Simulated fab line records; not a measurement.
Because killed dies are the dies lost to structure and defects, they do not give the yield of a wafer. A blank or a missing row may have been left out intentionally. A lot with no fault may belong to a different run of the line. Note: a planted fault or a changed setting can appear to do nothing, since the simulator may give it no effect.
Matching of chambers -- flow nand_harc -- NHARC_P_M1_PRE_CLEAN_32 on pecvd-01: 3 sister chambers
The step time 12 s. 18 wafers are shown with their chamber, then 9 later ones without.

WAFERS PAIRED WITH THEIR CHAMBERS
wafer,chamber,heater_power_outer_w (W),heater_power_w (W)
L077.1,0,372,620
L077.5,0,372,626
L077.6,2,346,627
L078.2,2,398,734
L078.3,1,256,480
L078.4,1,256,485
L079.3,2,348,657
L079.5,0,363,605
L079.6,2,356,670
L081.3,2,377,707
L081.4,0,382,663
L081.5,1,310,566
L082.1,2,374,686
L082.2,1,302,552
L082.6,0,361,594
L085.1,2,395,710
L085.3,0,361,624
L085.6,2,373,711

SIGNATURES, as means of the wafers listed above
reading,chamber 0,chamber 1,chamber 2,scatter within a chamber
heater_power_outer_w,368.50,281.00,370.88,19.3
heater_power_w,622.00,520.75,687.75,33.9
Rule: for a wafer and a chamber, the distance is found by dividing, reading by reading, the gap between the wafer's reading and the chamber's mean by the reading's scatter, squaring, summing and taking the root. If the next closest chamber is less than 2 further off than the closest, the wafer can't be placed; otherwise it belongs to the closest. How the scatter is found: for the shown wafers, subtract from each reading the mean of its chamber, square and add these, divide the total by (wafers less chambers), then take the root.

WAFERS MISSING THEIR CHAMBER
wafer,heater_power_outer_w (W),heater_power_w (W)
L089.3,397,705
L089.5,282,521
L089.6,351,582
L088.3,259,495
L088.4,363,628
L088.6,373,701
L094.1,333,634
L094.3,324,562
L094.4,328,646

CHAMBER TAKEN BY EACH
wafer,from the rows above,in truth
L089.3,can't be placed: 2 or 0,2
L089.5,1,1
L089.6,can't be placed: 0 or 2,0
L088.3,1,1
L088.4,can't be placed: 0 or 2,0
L088.6,can't be placed: 2 or 0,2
L094.1,can't be placed: 0 or 2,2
L094.3,can't be placed: 1 or 0 or 2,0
L094.4,can't be placed: 0 or 2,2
Correct placement for 2 of the 9. From these rows, 7 cannot be placed; in 7 the true chamber is one of the candidates. Number placed wrongly: 0.
